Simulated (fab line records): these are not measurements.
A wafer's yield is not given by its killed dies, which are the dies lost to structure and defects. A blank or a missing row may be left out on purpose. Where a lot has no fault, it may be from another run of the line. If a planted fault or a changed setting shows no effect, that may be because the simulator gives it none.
fab line records	flow n5_finfet
record lots=24	wafers=72	last_day=18
route steps=1938 shown BEOL_M5@1113
lots that met no fault: taken from a fault-free run of the same line
start_h: start of the lot's first displayed wafer, in hours after the record's first day	wait_h: hours elapsed since this lot's preceding step	" same as the row above	L1.1+2: several wafers, shown together as one row	- no value, or no start given	* or withheld: withheld	< > ~ a bound
route shown NAME@n: a module of which the file shows steps, and the number in the route of the first	usual: mean/standard deviation taken from wafers without a fault	same: alike in all rows	chamber/n: place in a boat	sites: per-site readings	_std_site: standard deviation of those values	_edge_site: outer sites' mean less inner sites'	radius_mm: how far each site lies from the wafer's centre	mask NAME#n: copy n	behind: the last tool/chamber to shape the wafer	hold: why the lot went on hold/how many hours it stayed there/how the hold came to an end	device: transistor that didn't switch, given as n, p or np	end of line: at the end of the route, the tests of the same wafers	for a step that has no rows: nothing shown but its recipe	killed: the dies lost at the first sort to structure and to defects; this is not the yield of the wafer	map: the dies of a wafer, with x for killed, . for not killed, _ for no die there
set.NAME: the setting as run; set.NAME@STEP: as run at that earlier step	model.NAME: the simulator's own value behind a step, which no gauge read
a sample of lots followed through the steps of the route, with each step as a table and each wafer as a row
services: from which hour (start_h, from the record's first day; less than 0 if before it) a tool's chamber was out of use, for how many hours, and why
## steps
# step N5_BEOL_M5_CURE_79
# recipe temp_c=385	time_s=240	ambient=He/Ar	material=SiCOH_lowk
# usual lamp_power_pct=52.32/0.051	wafer_temp_C_max=386.8/0.71
lot.wafer	tool	chamber	start_h	wait_h	lamp_power_pct	wafer_temp_C_max
L074.1	uv_cure-03	2	170.35	0.0	52.35	386.5
L074.4	"	2	"	"	52.28	387.0
L074.5	"	2	"	"	52.33	385.9
L075.4	uv_cure-01	0	176.47	0.3	52.32	388.5
L075.5	"	0	"	"	52.26	387.9
L075.6	"	0	"	"	52.27	388.4
L076.2	uv_cure-03	2	179.01	0.1	52.28	386.6
L076.3	"	2	"	"	52.24	386.9
L076.4	"	2	"	"	52.34	387.3
L077.1	uv_cure-01	2	184.93	0.0	52.33	385.5
L077.2	"	2	"	"	52.36	385.8
L077.4	"	2	"	"	52.37	385.7
L078.1	uv_cure-01	0	194.37	0.0	52.31	387.8
L078.4	"	0	"	"	52.28	387.9
L078.6	"	0	"	"	52.32	387.1
L079.1	uv_cure-03	2	196.38	0.0	52.33	386.8
L079.3	"	2	"	"	52.30	386.5
L079.6	"	2	"	"	52.36	387.4
L080.3	uv_cure-03	0	201.31	0.4	52.36	385.9
L080.4	"	0	"	"	52.35	386.2
L080.5	"	0	"	"	52.34	386.4
L081.2	uv_cure-02	1	209.92	0.1	52.31	387.5
L081.3	"	1	"	"	52.27	386.5
L081.5	"	1	"	"	52.28	387.8
L082.3	uv_cure-02	1	218.41	0.2	52.35	387.7
L082.4	"	1	"	"	52.28	388.0
L082.5	"	1	"	"	52.25	387.3
L083.2	uv_cure-01	1	220.93	0.1	52.35	386.9
L083.5	"	1	"	"	52.31	387.2
L083.6	"	1	"	"	52.28	387.5
L084.2	uv_cure-01	1	227.60	0.1	52.42	386.9
L084.3	"	1	"	"	52.32	387.1
L084.6	"	1	"	"	52.31	386.4
L085.2	uv_cure-02	2	233.96	0.2	52.31	386.7
L085.5	"	2	"	"	52.31	386.3
L085.6	"	2	"	"	52.26	387.0
L086.1	uv_cure-03	1	236.43	0.0	52.32	386.0
L086.3	"	1	"	"	52.32	385.6
L086.5	"	1	"	"	52.42	386.1
L087.1	uv_cure-01	1	251.19	0.0	52.32	386.2
L087.5	"	1	"	"	52.27	386.5
L087.6	"	1	"	"	52.32	385.9
L090.2	uv_cure-03	0	258.99	0.1	52.29	385.9
L090.3	"	0	"	"	52.38	386.4
L090.5	"	0	"	"	52.34	385.8
L088.1	uv_cure-01	1	262.75	0.1	52.30	387.3
L088.3	"	1	"	"	52.24	386.3
L088.4	"	1	"	"	52.20	386.4
L089.1	uv_cure-01	0	266.03	0.1	52.39	387.8
L089.4	"	0	"	"	52.38	388.0
L089.5	"	0	"	"	52.25	387.0
L091.2	uv_cure-02	2	266.23	0.1	52.27	385.8
L091.3	"	2	"	"	52.30	386.1
L091.6	"	2	"	"	52.33	386.5
L092.1	uv_cure-01	2	273.02	0.0	52.24	386.3
L092.2	"	2	"	"	52.33	386.0
L092.3	"	2	"	"	52.31	385.8
L093.3	uv_cure-03	2	282.76	0.4	52.33	386.4
L093.4	"	2	"	"	52.23	386.5
L093.6	"	2	"	"	52.33	386.8
L094.1	uv_cure-02	0	286.21	0.2	52.33	386.3
L094.5	"	0	"	"	52.33	386.7
L094.6	"	0	"	"	52.37	386.6
L095.2	uv_cure-02	1	295.97	0.3	52.34	387.7
L095.3	"	1	"	"	52.39	387.2
L095.4	"	1	"	"	52.35	387.9
L096.2	uv_cure-03	0	311.86	0.1	52.29	386.5
L096.4	"	0	"	"	52.32	386.4
L096.6	"	0	"	"	52.35	386.0
L097.3	uv_cure-02	0	314.94	0.2	52.27	386.8
L097.5	"	0	"	"	52.38	386.4
L097.6	"	0	"	"	52.34	386.1
# step N5_BEOL_M5_OVL_MEAS_12
# recipe points_per_wafer=522
# usual M5_OVL=0.7/0.73
lot.wafer	tool	chamber	start_h	wait_h	M5_OVL[nm]
L074.1	overlay-02	0	171.76	0.0	1.3
L074.4	"	0	"	"	0.5
L074.5	"	0	"	"	1.4
L075.4	overlay-01	0	178.32	0.0	1.5
L075.5	"	0	"	"	0.7
L075.6	"	0	"	"	2.7
L076.2	overlay-02	0	182.07	0.0	-0.6
L076.3	"	0	"	"	0.9
L076.4	"	0	"	"	0.2
L077.1	overlay-01	0	188.44	0.0	0.2
L077.2	"	0	"	"	0.2
L077.4	"	0	"	"	0.5
L078.1	overlay-01	0	195.80	0.0	1.7
L078.4	"	0	"	"	1.6
L078.6	"	0	"	"	0.9
L079.1	overlay-02	0	197.83	0.0	0.5
L079.3	"	0	"	"	0.6
L079.6	"	0	"	"	1.0
L080.3	overlay-02	0	202.60	0.0	0.5
L080.4	"	0	"	"	1.1
L080.5	"	0	"	"	0.5
L081.2	overlay-01	0	211.97	0.0	0.5
L081.3	"	0	"	"	1.3
L081.5	"	0	"	"	1.3
L082.3	overlay-01	0	219.64	0.0	0.0
L082.4	"	0	"	"	0.4
L082.5	"	0	"	"	-0.5
L083.2	overlay-01	0	222.81	0.1	0.7
L083.5	"	0	"	"	0.1
L083.6	"	0	"	"	1.1
L084.2	overlay-02	0	229.16	0.0	0.4
L084.3	"	0	"	"	1.0
L084.6	"	0	"	"	1.4
L085.2	overlay-01	0	235.60	0.0	0.5
L085.5	"	0	"	"	0.2
L085.6	"	0	"	"	0.4
L086.1	overlay-01	0	239.27	0.0	2.3
L086.3	"	0	"	"	0.7
L086.5	"	0	"	"	0.2
L087.1	overlay-01	0	252.86	0.0	0.8
L087.5	"	0	"	"	0.4
L087.6	"	0	"	"	1.6
L090.2	overlay-02	0	261.24	0.0	1.5
L090.3	"	0	"	"	1.2
L090.5	"	0	"	"	1.0
L088.1	overlay-02	0	265.38	0.0	0.4
L088.3	"	0	"	"	-0.2
L088.4	"	0	"	"	-1.4
L089.1	overlay-02	0	267.20	0.0	-0.1
L089.4	"	0	"	"	0.4
L089.5	"	0	"	"	0.3
L091.2	overlay-01	0	267.41	0.0	1.1
L091.3	"	0	"	"	1.3
L091.6	"	0	"	"	0.8
L092.1	overlay-02	0	277.00	0.0	0.2
L092.2	"	0	"	"	0.2
L092.3	"	0	"	"	-0.7
L093.3	overlay-01	0	285.00	0.0	-1.0
L093.4	"	0	"	"	-0.9
L093.6	"	0	"	"	-0.1
L094.1	overlay-02	0	288.23	0.0	0.6
L094.5	"	0	"	"	0.6
L094.6	"	0	"	"	0.6
L095.2	overlay-02	0	297.23	0.0	0.5
L095.3	"	0	"	"	0.9
L095.4	"	0	"	"	0.9
L096.2	overlay-01	0	313.92	0.0	1.1
L096.4	"	0	"	"	0.7
L096.6	"	0	"	"	1.4
L097.3	overlay-01	0	317.26	0.0	1.1
L097.5	"	0	"	"	2.4
L097.6	"	0	"	"	1.1
# step N5_BEOL_M5_ETCH_72
# recipe chemistry=N2/H2	target=underlayer	target_depth_a=65	mask_material=CAR-EUV	time_s=5.2	ion_energy_ev=200	pressure_mtorr=30	source_w=840	bias_w=150	n2_flow_sccm=200	h2_flow_sccm=200	ends=cleared
# usual drypump_motor_current_A=5.9/0.6	etch_rf_on_time_s=5.23/0.11	oes_product_au=0.68/0.074	rf_vpp_V=524.0/2.3	showerhead_plenum_p_Torr=2.54/0.069	throttle_valve_pct=17.89/0.28
lot.wafer	tool	chamber	start_h	wait_h	drypump_motor_current_A	etch_rf_on_time_s	oes_product_au	rf_hours_counter_h	rf_vpp_V	showerhead_plenum_p_Torr	throttle_valve_pct
L074.1	rie_diel-04	2	171.89	0.0	5.7	5.31	0.75	18	524.4	2.62	18.03
L074.4	"	1	"	"	6.6	5.33	0.66	103	526.2	2.55	17.81
L074.5	"	3	"	"	6.6	5.31	0.62	-	521.8	2.43	18.18
L075.4	rie_diel-04	0	178.44	0.0	5.7	5.29	0.56	244	527.6	2.62	18.49
L075.5	"	0	"	"	5.7	5.31	0.56	-	526.1	2.62	18.49
L075.6	"	3	"	"	6.6	5.33	0.61	-	520.4	2.43	18.15
L076.2	rie_diel-04	0	182.19	0.0	5.8	5.36	0.57	245	525.9	2.62	18.49
L076.3	"	1	"	"	6.5	5.29	0.66	106	522.2	2.55	17.82
L076.4	"	2	"	"	5.7	5.29	0.74	22	523.7	2.61	18.06
L077.1	rie_diel-01	3	188.56	0.0	6.3	5.14	0.74	59	520.8	2.48	17.67
L077.2	"	2	"	"	6.1	4.92	0.82	18	523.3	2.51	17.51
L077.4	"	1	"	"	5.2	5.13	0.61	211	523.1	2.51	18.20
L078.1	rie_diel-04	3	195.93	0.0	6.6	5.34	0.60	192	523.6	2.43	18.16
L078.4	"	0	"	"	5.7	5.35	0.56	250	524.9	2.62	18.49
L078.6	"	3	"	"	6.6	5.37	0.61	-	521.7	2.43	18.18
L079.1	rie_diel-04	3	197.96	0.0	6.6	5.33	0.61	193	520.0	2.43	18.17
L079.3	"	2	"	"	5.7	5.36	0.73	26	526.1	2.61	18.09
L079.6	"	3	"	"	6.6	5.32	0.61	-	520.3	2.43	18.17
L080.3	rie_diel-01	2	202.72	0.0	6.1	5.03	0.82	22	522.1	2.51	17.54
L080.4	"	0	"	"	4.8	5.16	0.75	51	525.6	2.57	17.58
L080.5	"	0	"	"	4.7	5.17	0.76	-	523.7	2.57	17.58
L081.2	rie_diel-01	2	212.10	0.0	6.1	5.03	0.79	26	523.4	2.51	17.53
L081.3	"	1	"	"	5.2	5.22	0.61	219	521.4	2.51	18.21
L081.5	"	1	"	"	5.2	5.24	0.60	-	524.4	2.51	18.22
L082.3	rie_diel-01	1	219.76	0.0	5.2	5.15	0.60	222	521.4	2.51	18.20
L082.4	"	3	"	"	6.4	5.27	0.73	68	523.7	2.48	17.69
L082.5	"	2	"	"	6.1	5.03	0.79	-	522.5	2.51	17.52
L083.2	rie_diel-04	0	223.35	0.0	5.7	5.12	0.83	2	525.1	2.61	18.02
L083.5	"	0	"	"	5.8	5.13	0.81	-	527.6	2.61	18.06
L083.6	"	2	"	"	5.7	5.37	0.71	-	525.9	2.61	18.11
L084.2	rie_diel-01	0	229.46	0.0	4.8	5.08	0.74	59	524.8	2.57	17.58
L084.3	"	2	"	"	6.1	5.01	0.78	32	521.0	2.50	17.53
L084.6	"	3	"	"	6.4	5.19	0.73	-	519.4	2.48	17.70
L085.2	rie_diel-04	3	235.72	0.0	6.6	5.35	0.61	207	519.2	2.42	18.19
L085.5	"	1	"	"	6.5	5.26	0.66	-	527.0	2.54	17.85
L085.6	"	0	"	"	5.7	5.05	0.81	-	526.3	2.61	18.05
L086.1	rie_diel-01	2	239.40	0.0	6.1	4.94	0.81	35	524.6	2.50	17.54
L086.3	"	1	"	"	5.2	5.15	0.60	228	524.5	2.51	18.26
L086.5	"	0	"	"	4.8	5.10	0.75	-	524.6	2.57	17.57
L087.1	rie_diel-04	2	252.99	0.0	5.7	5.27	0.72	46	526.0	2.60	18.11
L087.5	"	1	"	"	6.5	5.29	0.64	-	523.9	2.54	17.85
L087.6	"	2	"	"	5.7	5.33	0.70	-	525.0	2.60	18.09
L090.2	rie_diel-03	1	261.36	0.0	5.3	5.04	0.64	194	522.3	2.53	17.76
L090.3	"	3	"	"	6.2	5.24	0.61	228	528.6	2.61	17.76
L090.5	"	2	"	"	5.5	5.34	0.58	-	520.5	2.39	18.06
L088.1	rie_diel-04	3	266.04	0.0	6.6	5.31	0.60	216	519.9	2.42	18.20
L088.3	"	2	"	"	5.7	5.27	0.71	49	525.3	2.60	18.11
L088.4	"	1	"	"	6.5	5.21	0.66	127	525.6	2.54	17.87
L089.1	rie_diel-03	3	267.35	0.0	6.3	5.36	0.60	230	525.0	2.61	17.79
L089.4	"	0	"	"	5.0	5.14	0.71	-	524.5	2.56	17.46
L089.5	"	3	"	"	6.3	5.30	0.59	-	526.6	2.61	17.75
L091.2	rie_diel-04	2	267.53	0.0	5.7	5.28	0.71	49	524.7	2.60	18.12
L091.3	"	3	"	"	6.6	5.31	0.59	216	521.0	2.42	18.21
L091.6	"	2	"	"	5.7	5.37	0.69	-	525.8	2.60	18.10
L092.1	rie_diel-03	3	277.15	0.0	6.2	5.36	0.59	234	524.8	2.61	17.77
L092.2	"	0	"	"	5.0	5.23	0.70	97	524.6	2.56	17.46
L092.3	"	3	"	"	6.2	5.29	0.60	-	525.0	2.61	17.75
L093.3	rie_diel-04	3	285.11	0.0	6.6	5.32	0.59	221	517.9	2.42	18.20
L093.4	"	1	"	"	6.6	5.21	0.64	132	522.8	2.54	17.85
L093.6	"	1	"	"	6.6	5.27	0.64	-	524.9	2.54	17.88
L094.1	rie_diel-04	0	288.35	0.0	5.8	5.12	0.77	21	525.1	2.61	18.10
L094.5	"	1	"	"	6.5	5.28	0.64	-	521.2	2.54	17.85
L094.6	"	2	"	"	5.7	5.42	0.70	-	528.2	2.60	18.13
L095.2	rie_diel-01	1	297.44	0.0	5.3	5.25	0.59	243	521.5	2.50	18.27
L095.3	"	0	"	"	4.7	5.14	0.72	79	525.1	2.56	17.65
L095.4	"	3	"	"	6.4	5.20	0.71	91	520.8	2.47	17.75
L096.2	rie_diel-03	3	314.18	0.0	6.2	5.35	0.58	249	525.1	2.60	17.77
L096.4	"	2	"	"	5.5	5.31	0.78	-	528.3	2.70	17.55
L096.6	"	3	"	"	6.2	5.42	0.58	-	526.3	2.60	17.80
L097.3	rie_diel-03	1	317.58	0.0	5.3	5.12	0.63	198	522.9	2.53	17.78
L097.5	"	0	"	"	5.0	5.20	0.68	-	523.4	2.56	17.48
L097.6	"	2	"	"	5.5	5.26	0.78	-	528.6	2.70	17.55
# step N5_BEOL_M5_OVL_MEAS_29
# recipe points_per_wafer=522
# usual V4_OVL=0.3/0.66
lot.wafer	tool	chamber	start_h	wait_h	V4_OVL[nm]
L074.1	overlay-02	0	174.59	0.0	-0.5
L074.4	"	0	"	"	0.2
L074.5	"	0	"	"	-0.1
L075.4	overlay-02	0	180.97	0.0	0.7
L075.5	"	0	"	"	0.3
L075.6	"	0	"	"	1.3
L076.2	overlay-02	0	183.30	0.0	0.0
L076.3	"	0	"	"	0.9
L076.4	"	0	"	"	-0.3
L077.1	overlay-02	0	189.42	0.0	-0.2
L077.2	"	0	"	"	-1.1
L077.4	"	0	"	"	-0.3
L078.1	overlay-02	0	196.75	0.0	0.4
L078.4	"	0	"	"	-0.5
L078.6	"	0	"	"	1.5
L079.1	overlay-01	0	200.19	0.0	0.1
L079.3	"	0	"	"	0.4
L079.6	"	0	"	"	0.3
L080.3	overlay-01	0	203.52	0.0	0.9
L080.4	"	0	"	"	1.0
L080.5	"	0	"	"	1.2
L081.2	overlay-01	0	213.10	0.0	0.4
L081.3	"	0	"	"	1.1
L081.5	"	0	"	"	0.9
L082.3	overlay-01	0	221.07	0.0	0.9
L082.4	"	0	"	"	-0.2
L082.5	"	0	"	"	0.2
L083.2	overlay-01	0	224.92	0.0	1.5
L083.5	"	0	"	"	-0.2
L083.6	"	0	"	"	0.8
L084.2	overlay-01	0	230.83	0.0	0.5
L084.3	"	0	"	"	0.6
L084.6	"	0	"	"	1.6
L085.2	overlay-02	0	237.99	0.0	0.3
L085.5	"	0	"	"	-0.2
L085.6	"	0	"	"	-1.2
L086.1	overlay-02	0	240.45	0.0	0.2
L086.3	"	0	"	"	-0.2
L086.5	"	0	"	"	0.2
L087.1	overlay-02	0	255.02	0.0	-0.6
L087.5	"	0	"	"	-0.6
L087.6	"	0	"	"	-0.1
L090.2	overlay-01	0	264.22	0.0	1.4
L090.3	"	0	"	"	0.4
L090.5	"	0	"	"	0.7
L088.1	overlay-02	0	269.08	0.0	-0.2
L088.3	"	0	"	"	0.7
L088.4	"	0	"	"	-0.2
L089.1	overlay-01	0	269.25	0.0	0.0
L089.4	"	0	"	"	-0.2
L089.5	"	0	"	"	0.4
L091.2	overlay-02	0	269.31	0.0	-0.5
L091.3	"	0	"	"	-2.0
L091.6	"	0	"	"	0.0
L092.1	overlay-02	0	283.46	0.0	0.0
L092.2	"	0	"	"	0.8
L092.3	"	0	"	"	0.6
L093.3	overlay-01	0	285.86	0.0	-0.1
L093.4	"	0	"	"	0.8
L093.6	"	0	"	"	-0.3
L094.1	overlay-01	0	291.81	0.0	-0.8
L094.5	"	0	"	"	0.3
L094.6	"	0	"	"	0.9
L095.2	overlay-02	0	299.59	0.0	0.9
L095.3	"	0	"	"	-0.7
L095.4	"	0	"	"	0.6
L096.2	overlay-01	0	316.11	0.0	-0.5
L096.4	"	0	"	"	0.4
L096.6	"	0	"	"	0.9
L097.3	overlay-01	0	322.40	0.0	0.7
L097.5	"	0	"	"	1.2
L097.6	"	0	"	"	1.0
# step N5_BEOL_M5_SPUTTER_81
# recipe material=Cu	target_thk_a=150	temp_c=-20	chamber_pressure_pa=0.07	power_w=withheld	time_s=27.62
# usual susceptor_temp_C=-20.02/0.11	throttle_valve_pct=30.1/1.2
lot.wafer	tool	chamber	start_h	wait_h	susceptor_temp_C	throttle_valve_pct
L074.1	pvd_sputter-02	-	177.65	0.5	-20.04	31.3
L074.4	"	-	"	"	-20.07	31.2
L074.5	"	-	"	"	-20.10	31.1
L075.4	pvd_sputter-02	-	184.84	0.5	-19.99	27.5
L075.5	"	-	"	"	-20.01	27.4
L075.6	"	-	"	"	-19.79	29.6
L076.2	pvd_sputter-01	-	186.59	0.5	-19.97	31.6
L076.3	"	-	"	"	-19.93	28.7
L076.4	"	-	"	"	-20.00	31.0
L077.1	pvd_sputter-01	-	193.79	0.5	-19.94	29.6
L077.2	"	-	"	"	-20.00	31.1
L077.4	"	-	"	"	-20.10	31.6
L078.1	pvd_sputter-03	-	200.20	0.5	-19.80	30.6
L078.4	"	-	"	"	-19.91	30.0
L078.6	"	-	"	"	-20.28	31.3
L079.1	pvd_sputter-01	-	203.44	0.5	-19.79	28.4
L079.3	"	-	"	"	-19.93	30.9
L079.6	"	-	"	"	-19.83	31.0
L080.3	pvd_sputter-01	-	207.98	0.5	-19.89	28.9
L080.4	"	-	"	"	-20.01	31.7
L080.5	"	-	"	"	-19.95	31.0
L081.2	pvd_sputter-02	-	216.60	0.5	-20.07	27.2
L081.3	"	-	"	"	-19.96	31.2
L081.5	"	-	"	"	-20.15	27.6
L082.3	pvd_sputter-03	-	224.15	0.5	-20.01	29.9
L082.4	"	-	"	"	-20.03	31.2
L082.5	"	-	"	"	-19.87	30.5
L083.2	pvd_sputter-01	-	227.99	0.5	-20.12	30.8
L083.5	"	-	"	"	-20.14	31.2
L083.6	"	-	"	"	-19.90	28.6
L084.2	pvd_sputter-03	-	235.47	0.5	-19.81	30.3
L084.3	"	-	"	"	-20.17	29.9
L084.6	"	-	"	"	-19.92	30.9
L085.2	pvd_sputter-02	-	242.04	0.5	-19.98	31.0
L085.5	"	-	"	"	-19.84	29.6
L085.6	"	-	"	"	-20.25	31.2
L086.1	pvd_sputter-03	-	243.26	0.5	-20.12	29.8
L086.3	"	-	"	"	-20.05	30.6
L086.5	"	-	"	"	-20.10	30.3
L087.1	pvd_sputter-03	-	258.04	0.5	-20.13	30.8
L087.5	"	-	"	"	-19.99	31.3
L087.6	"	-	"	"	-20.20	30.6
L090.2	pvd_sputter-01	-	267.25	0.5	-19.94	31.6
L090.3	"	-	"	"	-20.11	31.0
L090.5	"	-	"	"	-20.04	28.8
L088.1	pvd_sputter-03	-	272.43	0.5	-20.10	29.6
L088.3	"	-	"	"	-20.10	29.8
L088.4	"	-	"	"	-20.06	30.3
L089.1	pvd_sputter-02	-	272.61	0.5	-20.11	29.7
L089.4	"	-	"	"	-20.16	27.6
L089.5	"	-	"	"	-20.13	31.1
L091.2	pvd_sputter-01	-	274.88	0.5	-20.18	31.1
L091.3	"	-	"	"	-20.14	28.5
L091.6	"	-	"	"	-20.05	31.5
L092.1	pvd_sputter-03	-	286.49	0.5	-20.17	29.8
L092.2	"	-	"	"	-19.85	29.8
L092.3	"	-	"	"	-20.09	31.1
L093.3	pvd_sputter-02	-	289.29	0.5	-19.99	29.7
L093.4	"	-	"	"	-20.16	27.6
L093.6	"	-	"	"	-20.05	31.0
L094.1	pvd_sputter-02	-	296.79	0.5	-20.19	29.6
L094.5	"	-	"	"	-20.12	31.1
L094.6	"	-	"	"	-20.13	31.2
L095.2	pvd_sputter-01	-	303.25	0.5	-20.12	30.0
L095.3	"	-	"	"	-19.88	28.7
L095.4	"	-	"	"	-19.93	31.5
L096.2	pvd_sputter-02	-	318.94	0.5	-19.91	29.7
L096.4	"	-	"	"	-19.99	31.1
L096.6	"	-	"	"	-19.79	29.6
L097.3	pvd_sputter-02	-	325.68	0.5	-20.03	31.3
L097.5	"	-	"	"	-19.93	29.8
L097.6	"	-	"	"	-20.05	31.2
# step N5_BEOL_M5_ANNEAL_89
# recipe temp_c=400	time_s=1800	ambient=vacuum
# usual heater_power_w=847/69	susceptor_temp_C=400.04/0.21
lot.wafer	tool	chamber	start_h	wait_h	heater_power_w	susceptor_temp_C
L074.1	pvd_sputter-02	-	179.90	0.0	894	400.41
L074.4	"	-	"	"	837	400.46
L074.5	"	-	"	"	847	399.91
L075.4	pvd_sputter-02	-	187.09	0.0	1032	400.05
L075.5	"	-	"	"	1015	399.68
L075.6	"	-	"	"	807	400.22
L076.2	pvd_sputter-01	-	188.84	0.0	813	400.04
L076.3	"	-	"	"	821	399.83
L076.4	"	-	"	"	790	399.88
L077.1	pvd_sputter-01	-	196.04	0.0	803	400.22
L077.2	"	-	"	"	750	400.39
L077.4	"	-	"	"	821	400.30
L078.1	pvd_sputter-03	-	202.46	0.0	825	400.22
L078.4	"	-	"	"	801	400.00
L078.6	"	-	"	"	871	400.05
L079.1	pvd_sputter-01	-	205.69	0.0	804	399.81
L079.3	"	-	"	"	757	399.78
L079.6	"	-	"	"	766	400.11
L080.3	pvd_sputter-01	-	210.24	0.0	816	400.25
L080.4	"	-	"	"	848	399.99
L080.5	"	-	"	"	792	400.00
L081.2	pvd_sputter-02	-	218.85	0.0	1050	399.87
L081.3	"	-	"	"	902	399.81
L081.5	"	-	"	"	1025	400.11
L082.3	pvd_sputter-03	-	226.41	0.0	804	399.70
L082.4	"	-	"	"	900	400.50
L082.5	"	-	"	"	828	400.09
L083.2	pvd_sputter-01	-	230.24	0.0	771	400.22
L083.5	"	-	"	"	771	400.15
L083.6	"	-	"	"	813	399.96
L084.2	pvd_sputter-03	-	237.72	0.0	825	400.14
L084.3	"	-	"	"	798	400.10
L084.6	"	-	"	"	885	399.78
L085.2	pvd_sputter-02	-	244.30	0.0	834	400.01
L085.5	"	-	"	"	835	399.88
L085.6	"	-	"	"	888	399.94
L086.1	pvd_sputter-03	-	245.51	0.0	816	400.00
L086.3	"	-	"	"	818	400.12
L086.5	"	-	"	"	836	399.99
L087.1	pvd_sputter-03	-	260.30	0.0	872	400.20
L087.5	"	-	"	"	894	400.18
L087.6	"	-	"	"	803	400.16
L090.2	pvd_sputter-01	-	269.50	0.0	827	399.81
L090.3	"	-	"	"	767	400.01
L090.5	"	-	"	"	816	400.19
L088.1	pvd_sputter-03	-	274.68	0.0	820	400.21
L088.3	"	-	"	"	815	399.80
L088.4	"	-	"	"	811	400.14
L089.1	pvd_sputter-02	-	274.86	0.0	855	399.95
L089.4	"	-	"	"	1013	400.10
L089.5	"	-	"	"	901	400.60
L091.2	pvd_sputter-01	-	277.13	0.0	780	400.02
L091.3	"	-	"	"	812	400.07
L091.6	"	-	"	"	815	399.96
L092.1	pvd_sputter-03	-	291.06	0.0	824	399.88
L092.2	"	-	"	"	813	399.81
L092.3	"	-	"	"	867	399.94
L093.3	pvd_sputter-02	-	291.54	0.0	819	399.82
L093.4	"	-	"	"	1000	399.64
L093.6	"	-	"	"	883	399.95
L094.1	pvd_sputter-02	-	299.05	0.0	836	399.80
L094.5	"	-	"	"	889	400.01
L094.6	"	-	"	"	851	400.05
L095.2	pvd_sputter-01	-	305.50	0.0	774	400.36
L095.3	"	-	"	"	819	399.89
L095.4	"	-	"	"	815	399.79
L096.2	pvd_sputter-02	-	321.20	0.0	830	400.04
L096.4	"	-	"	"	910	399.69
L096.6	"	-	"	"	819	399.80
L097.3	pvd_sputter-02	-	327.93	0.0	852	400.06
L097.5	"	-	"	"	832	400.09
L097.6	"	-	"	"	863	400.32
## services
tool	chamber	start_h	hours	kind
uv_cure-01	-	186.94	2.8	pm
rie_diel-04	0	197.34	-	clean
rie_diel-04	0	197.34	-	consumable_replace:focus_ring
rie_diel-04	0	197.34	18.8	scheduled_down
rie_diel-04	0	197.34	18.8	vent_cycle
uv_cure-02	-	198.27	0.5	repair
rie_diel-04	1	221.30	13.8	repair
uv_cure-01	-	222.49	1.4	repair
rie_diel-01	1	240.27	4.0	repair
rie_diel-03	2	265.86	-	clean
rie_diel-03	2	265.86	-	consumable_replace:focus_ring
rie_diel-03	2	265.86	-	consumable_replace:showerhead
rie_diel-03	2	265.86	14.9	scheduled_down
rie_diel-03	2	265.86	14.9	vent_cycle
uv_cure-02	-	268.20	2.1	pm
rie_diel-04	2	273.35	7.5	repair
pvd_sputter-02	-	279.52	3.8	repair
rie_diel-03	3	316.84	-	clean
rie_diel-03	3	316.84	-	consumable_replace:focus_ring
pvd_sputter-01	-	320.04	19.6	repair
rie_diel-01	1	324.46	-	clean
rie_diel-01	1	324.46	-	consumable_replace:focus_ring
rie_diel-01	1	324.46	33.2	scheduled_down
rie_diel-01	1	324.46	33.2	vent_cycle
## key
fault none
